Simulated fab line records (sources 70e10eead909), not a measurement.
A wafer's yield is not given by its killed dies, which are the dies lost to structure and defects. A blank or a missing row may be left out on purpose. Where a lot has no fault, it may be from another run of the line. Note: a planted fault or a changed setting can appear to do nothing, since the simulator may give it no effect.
Comparing a struck lot with a sound one | flow nand-harc | 15 steps out of a route of 1302
Sound: wafers L275.1, L275.3, L275.5. Struck: wafers L278.1, L278.5, L278.6. The cause is given at the end.
Order at every step that has rows: each side's tool, ch and its chambers, its first start. Under that, the readings that differ: sound wafers | struck wafers | difference of the means | sigmas: that difference in standard deviations of wafers without a fault.
alike: readings whose means differ by less than 2 such deviations, and words and numbers that are the same on both sides. not compared: withheld readings, readings that some wafer has no value for, bounds like >300 that may hide the same value, and numbers for which the record gives no deviation and whose values overlap.
A row with sigmas, a row that says differs or no value, or rows on one side alone: a step with any of these is where the two part. Numbers that don't overlap but have no deviation are shown without sigmas and don't part them. A reading that every wafer of one side lacks parts them only if that side has two wafers or more.

first, 1 step without rows for these wafers: NHARC_P_CONTACT_ETCH_35 (etches the open film in CF4, target depth 39 nm, time 65 s).
NHARC_P_CONTACT_ETCH_36: etches the open film in N2/H2, target depth 260 nm, time 406.25 s.
  sound on rie-diel-01 ch 0,1,2; struck on rie-diel-05 ch 1,2
  alike: drypump-motor-current-A, oes-product-au, rf-vpp-V, showerhead-plenum-p-Torr, throttle-valve-pct
  not compared: rf-hours-counter-h
then, 3 steps without rows for these wafers: NHARC_P_CONTACT_ETCH_18 (etches the open film in C4F8/O2/Ar, target depth 481 nm, time 240.5 s); NHARC_P_CONTACT_STRIP_37 (strips in C4F8/O2/Ar); NHARC_P_CONTACT_ETCH_31 (etches the open film in CH3F/O2, target depth 30 nm, time 85.7 s).
NHARC_P_CONTACT_CD_MEAS_19:
  sound on cd-sem-03, day 6 03:22; struck on cd-sem-01, day 7 05:48
  alike: cd-nm
NHARC_P_CONTACT_STRIP_28: strips in O2.
  sound on rie-diel-05 ch 1,2,3, day 6 03:27; struck on rie-diel-01 ch 0,1,2, day 7 05:55
  reading                | sound                | struck               | difference | sigmas
  throttle-valve-pct (%) | 17.053 17.040 17.048 | 17.018 17.026 17.024 | -0.024     | -3
  alike: drypump-motor-current-A, o2-flow-sccm, oes-product-au, rf-vpp-V, showerhead-plenum-p-Torr
  not compared: rf-hours-counter-h
then, 1 step without rows for these wafers: NHARC_P_CONTACT_STRIP_29 (strips in post etch residue remover, time 1200 s).
NHARC_P_CONTACT_DEGAS_38: time 60 s.
  sound on pvd-sputter-02, day 6 04:05; struck on pvd-sputter-01, day 7 06:31
  alike: heater-power-w
then, 1 step without rows for these wafers: NHARC_P_CONTACT_PRE_CLEAN_39 (time 19.5 s).
NHARC_P_CONTACT_PVD_32: deposits Ti, target thk 5 nm, time 17.7 s.
  sound on pvd-sputter-02; struck on pvd-sputter-01
  reading                | sound          | struck         | difference | sigmas
  throttle-valve-pct (%) | 29.1 29.3 28.2 | 31.4 31.4 31.3 | +2.5       | +3
NHARC_P_CONTACT_ALD_22: deposits TiN, target thk 3 nm, pulse time 1 s, ald cycles 150.
  sound on ald-metal-03 ch 1,2, day 6 04:19; struck on ald-metal-02 ch 1,2, day 7 06:45
  alike: heater-power-w, precursor-pulse-height-rel
  not compared: since-wet-clean-h
NHARC_P_CONTACT_CVD_23: deposits W, target thk 200 nm, time 557 s.
  sound on cvd-w-02 ch 1, day 6 04:31; struck on cvd-w-02 ch 0,1, day 7 07:03
  no value came back on the struck wafers for chamber-pressure-Torr (Torr), heater-power-outer-w (W), heater-power-w (W), throttle-valve-pct (%); on the sound wafers chamber-pressure-Torr (Torr) reads 40.07 40.04 40.11
  not compared: since-wet-clean-h
NHARC_P_CONTACT_CMP_24: polishes, t overpolish 30 s, target thk 200 nm.
  sound on cmp-04 ch 0,1,3, day 6 05:13; struck on cmp-01 ch 0,1,3, day 7 07:39
  reading                | sound          | struck      | difference | sigmas
  time-to-endpoint-s (s) | 40.0 40.4 39.2 | 0.0 0.0 0.0 | -39.9      | -15
  alike: motor-current-A, overpolish-run-s, slurry-filter-dp-kPa, slurry-flow-ml-min
NHARC_END_SORT_01:
  the record has rows for the sound wafers here (prober-02 ch 0, day 24 17:46) and none for the struck ones

== WHERE THEY PART ==
Earliest at NHARC_P_CONTACT_STRIP_28; latest, in this record, at NHARC_END_SORT_01.

WHY: whatever the simulator had introduced
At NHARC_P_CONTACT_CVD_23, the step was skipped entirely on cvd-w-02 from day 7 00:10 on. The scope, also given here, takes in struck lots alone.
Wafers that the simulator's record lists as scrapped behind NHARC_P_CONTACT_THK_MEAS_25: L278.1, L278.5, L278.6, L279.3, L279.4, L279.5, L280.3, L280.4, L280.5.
